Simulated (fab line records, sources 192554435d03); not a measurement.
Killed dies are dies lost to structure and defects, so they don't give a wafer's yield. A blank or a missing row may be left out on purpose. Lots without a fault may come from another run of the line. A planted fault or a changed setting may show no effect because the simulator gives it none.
Chamber matching | flow n5_finfet | N5_SDB_STRIP_21 on rie_diel-06: 4 sister chambers
The step strips in CF4. 22 wafers are shown with their chamber, then 11 later ones without.

WAFERS WITH THEIR CHAMBER
wafer  | chamber | drypump_motor_current_A (A) | throttle_valve_pct (%) | oes_product_au (a.u.)
L075.3 | 0       | 4.9                         | 13.33                  | 0.91
L075.4 | 1       | 5.5                         | 13.83                  | 0.71
L075.6 | 2       | 6.4                         | 13.87                  | 0.68
L080.2 | 1       | 5.5                         | 13.88                  | 0.70
L080.3 | 1       | 5.5                         | 13.88                  | 0.70
L080.5 | 3       | 5.7                         | 13.64                  | 0.70
L082.1 | 0       | 4.9                         | 13.37                  | 0.87
L082.2 | 1       | 5.5                         | 13.89                  | 0.70
L082.3 | 2       | 6.4                         | 13.33                  | 0.95
L084.2 | 2       | 6.4                         | 13.32                  | 0.93
L084.3 | 0       | 4.8                         | 13.38                  | 0.87
L084.4 | 1       | 5.6                         | 13.88                  | 0.70
L087.2 | 1       | 5.6                         | 13.90                  | 0.69
L087.3 | 2       | 6.4                         | 13.34                  | 0.92
L087.6 | 1       | 5.5                         | 13.92                  | 0.69
L089.3 | 3       | 5.7                         | 13.67                  | 0.68
L089.4 | 2       | 6.4                         | 13.34                  | 0.91
L089.5 | 1       | 5.5                         | 13.90                  | 0.69
L092.1 | 0       | 4.8                         | 13.39                  | 0.86
L092.4 | 2       | 6.4                         | 13.36                  | 0.89
L092.6 | 1       | 5.5                         | 13.92                  | 0.68
L091.2 | 1       | 5.6                         | 13.92                  | 0.68

SIGNATURES (means of the wafers above)
reading                 | chamber 0 | chamber 1 | chamber 2 | chamber 3 | scatter within a chamber
drypump_motor_current_A | 4.850     | 5.530     | 6.400     | 5.700     | 0.0415
throttle_valve_pct      | 13.3675   | 13.8920   | 13.4267   | 13.6550   | 0.117
oes_product_au          | 0.8775    | 0.6940    | 0.8800    | 0.6900    | 0.054
Rule: a wafer's distance from a chamber is the root of the sum, over the readings, of the square of ((its reading less the chamber's mean) divided by the reading's scatter). The wafer belongs to the nearest chamber; if the next one is less than 2 further off, it can't be placed. The scatter: the root of (the sum of the squares of (reading less its chamber's mean) over the shown wafers, divided by (wafers less chambers)).

WAFERS WITHOUT THEIR CHAMBER
wafer  | drypump_motor_current_A (A) | throttle_valve_pct (%) | oes_product_au (a.u.)
L091.4 | 6.4                         | 13.35                  | 0.89
L091.5 | 5.6                         | 13.93                  | 0.68
L093.1 | 5.5                         | 13.94                  | 0.68
L093.2 | 6.4                         | 13.35                  | 0.89
L093.6 | 5.5                         | 13.95                  | 0.68
L096.1 | 4.8                         | 13.42                  | 0.84
L096.2 | 5.5                         | 13.95                  | 0.67
L096.5 | 5.5                         | 13.95                  | 0.67
L097.1 | 5.7                         | 13.11                  | 0.96
L097.2 | 6.4                         | 13.41                  | 0.87
L097.4 | 5.6                         | 13.95                  | 0.68

WHICH CHAMBER EACH WENT THROUGH
wafer  | from the rows above     | in truth
L091.4 | 2                       | 2
L091.5 | can't be placed: 1 or 3 | 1
L093.1 | 1                       | 1
L093.2 | 2                       | 2
L093.6 | 1                       | 1
L096.1 | 0                       | 0
L096.2 | 1                       | 1
L096.5 | 1                       | 1
L097.1 | 3                       | 3
L097.2 | 2                       | 2
L097.4 | can't be placed: 1 or 3 | 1
Placed correctly: 9 of 11. Can't be placed from these rows: 2 (the true chamber is among the candidates in 2). Placed wrongly: 0.
